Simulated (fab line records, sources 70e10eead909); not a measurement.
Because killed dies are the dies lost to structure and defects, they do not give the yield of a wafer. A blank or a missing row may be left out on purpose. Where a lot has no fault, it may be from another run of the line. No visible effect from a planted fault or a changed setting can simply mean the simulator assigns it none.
The tool behind it: which one?	flow nand-harc	7 lots with 20 wafers sampled at 3 steps, on a route of 1159 steps

WHAT THE GAUGES SHOWED, per wafer
NHARC_A_ONON_D1_THK_MEAS_24: measures by ellipsometry.
lot	measured	on	thk-nm (nm)
L895	day 8 21:26	film-metro-02	1014 1013 1014
L896	day 8 21:38	film-metro-01	1019 1018 1017
L897	day 9 13:29	film-metro-01	1008 1011 1008
L903	day 11 16:17	film-metro-02	314 1014
L907	day 11 16:29	film-metro-01	989 989 990
L910	day 12 11:47	film-metro-01	1007 1006 1006
L915	day 14 07:41	film-metro-01	996 996 996

WHICH TOOL RAN EACH LOT (tool, then ch and the chambers of the sampled wafers, then the start)
lot	NHARC_A_ZERO_WELL_DESCUM_12	NHARC_A_ONON_D1_DEP_22
L895	rie-diel-07 ch 0,3, day 7 08:35	pecvd-onon-02 ch 0, day 8 21:05
L896	rie-diel-05 ch 0,1,2, day 7 11:38	pecvd-onon-01 ch 0, day 8 21:08
L897	rie-diel-01 ch 0,2,3, day 8 03:34	pecvd-onon-04 ch 0, day 9 13:02
L903	rie-diel-01 ch 0,2, day 10 02:58	pecvd-onon-04 ch 0, day 11 15:46
L907	rie-diel-01 ch 0,1,2, day 10 09:31	pecvd-onon-02 ch 0, day 11 15:59
L910	rie-diel-01 ch 0,1,2, day 11 02:25	pecvd-onon-01 ch 0, day 12 11:17
L915	rie-diel-05 ch 0,1,3, day 12 21:49	pecvd-onon-01 ch 0, day 14 07:10
- NHARC_A_ZERO_WELL_DESCUM_12: chemistry O2, time 3 s.
- NHARC_A_ONON_D1_DEP_22: target thk 1000 nm.

THE ANSWER, worked out from the rows above alone
Rule: the lots themselves supply what counts as usual. Put in order of their means at a reading, lots are off if they are a third of the lots or fewer, leave a main group of 4 or more, and stand apart from it by a gap of 3 or more times the standard deviation of the main group's means; of several such gaps the widest counts. The tables above print the reading to a certain number of digits; a main group whose means all agree to those digits is not used. Also off: a lot with no number at a reading for which 4 or more lots have one. The other lots that the step has rows for count as sound.
Off, at NHARC_A_ONON_D1_THK_MEAS_24 on thk-nm: L903. Mean 1005 nm and standard deviation 9.9 in the main group.
If a tool, at a process step before that reading, ran all the lots that are off and no sound lot after the first of them, it fits. Gauges at NHARC_A_ONON_D1_THK_MEAS_24: tried the same way as those tools. This does not decide it: 2 tools fit, namely pecvd-onon-04 at NHARC_A_ONON_D1_DEP_22 and film-metro-02 at NHARC_A_ONON_D1_THK_MEAS_24.

WHAT HAD BEEN PUT IN BY THE SIMULATOR
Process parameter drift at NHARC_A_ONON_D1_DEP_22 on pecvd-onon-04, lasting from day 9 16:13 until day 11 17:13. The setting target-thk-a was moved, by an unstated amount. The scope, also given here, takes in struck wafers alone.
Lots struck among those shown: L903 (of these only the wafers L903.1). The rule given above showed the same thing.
